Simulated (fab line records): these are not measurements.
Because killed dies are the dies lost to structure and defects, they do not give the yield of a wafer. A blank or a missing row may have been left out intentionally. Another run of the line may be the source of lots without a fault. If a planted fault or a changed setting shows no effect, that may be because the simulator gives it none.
A struck lot beside a sound one	flow nand-harc	15 out of 1302 route steps
Sound: wafers L421.1, L421.3, L421.6. Wafers struck: L431.1, L431.4, L431.5. Last of all comes the cause.
Order at every step that has rows: each side's tool, ch and its chambers, its first start. Under that, the readings that differ: sound wafers	struck wafers	difference of the means	sigmas: that difference in standard deviations of wafers without a fault.
alike: readings whose means differ by less than 2 such deviations, and words and numbers that are the same on both sides. not compared: withheld readings, readings that some wafer has no value for, bounds like >300 that may hide the same value, and numbers for which the record gives no deviation and whose values overlap.
The two part at a step that has a row with sigmas, a row that says differs or no value, or rows on one side only. Numbers that have no deviation but don't overlap get no sigmas and don't part them. A reading that every wafer of one side lacks parts them only if that side has two wafers or more.

first, 4 steps without rows for these wafers: NHARC_A_DECK1_JOINT_CURE_26 (time 32 s); NHARC_A_DECK1_JOINT_ANNEAL_27 (time 3600 s); NHARC_A_DECK1_JOINT_ANNEAL_28 (time 1800 s); NHARC_A_DECK1_JOINT_ANNEAL_29 (time 1800 s).
NHARC_A_DECK1_JOINT_CMP_02: polishes SiOx.
  sound on cmp-03 ch 0,1,2, day 12 08:30; struck on cmp-01 ch 0,2,3, day 16 16:06
  alike: motor-current-A
after that, 1 step had no rows for these wafers: NHARC_A_DECK1_JOINT_SRD_15.
NHARC_A_DECK1_JOINT_DEP_16: deposits SiO2, target thk 45 nm.
  sound on pecvd-01 ch 0,2, day 12 08:52; struck on pecvd-02 ch 1,2, day 16 16:31
  alike: heater-power-outer-w, heater-power-w, mfc-precursor-sccm, throttle-valve-pct
NHARC_A_DECK1_JOINT_THK_MEAS_17: measures by ellipsometry.
  sound on film-metro-02 at day 12 09:09; struck on film-metro-01 at day 16 16:45
  alike: thk-nm
NHARC_A_DECK1_JOINT_INSPECT_05:
  sound on defect-inspect-02 at day 12 09:11; struck on defect-inspect-02 at day 16 16:47
  alike: raw-defect-count
next comes 1 step that has no rows for these wafers: NHARC_A_ONON_D2_DEP_00 (target thickness 1000 nm).
NHARC_A_ONON_D2_THK_MEAS_02: measures by ellipsometry.
  sound on film-metro-01 at day 12 09:46; struck on film-metro-01 at day 16 17:22
  alike: thk-nm
NHARC_A_ONON_D2_DEP_03: target thk 1000 nm.
  sound on pecvd-onon-03 ch 0, day 12 09:49; struck on pecvd-onon-03 ch 0, day 16 17:25
NHARC_A_ONON_D2_THK_MEAS_05: measures by ellipsometry.
  sound on film-metro-02 at day 12 10:19; struck on film-metro-01 at day 16 17:56
reading	sound	struck	difference	sigmas
thk-nm (nm)	1001 1001 1003	1154 1155 1155	+153	+15
next comes 1 step that has no rows for these wafers: NHARC_A_ONON_D2_DEP_06 (target thickness 1000 nm).
-- the record jumps here: 12 days lie between the struck wafers' starts before and after (it left off in module A_ONON_D2 and takes up again in module END, whose first step shown is number 1302 of the route) --
NHARC_END_SORT_01:
  the record has rows for the struck wafers here (prober-02 ch 0, day 28 18:56) and none for the sound ones

## WHERE THEY PART
Earliest at NHARC_A_ONON_D2_THK_MEAS_05; latest, in this record, at NHARC_END_SORT_01.

WHY: what the simulator had put in
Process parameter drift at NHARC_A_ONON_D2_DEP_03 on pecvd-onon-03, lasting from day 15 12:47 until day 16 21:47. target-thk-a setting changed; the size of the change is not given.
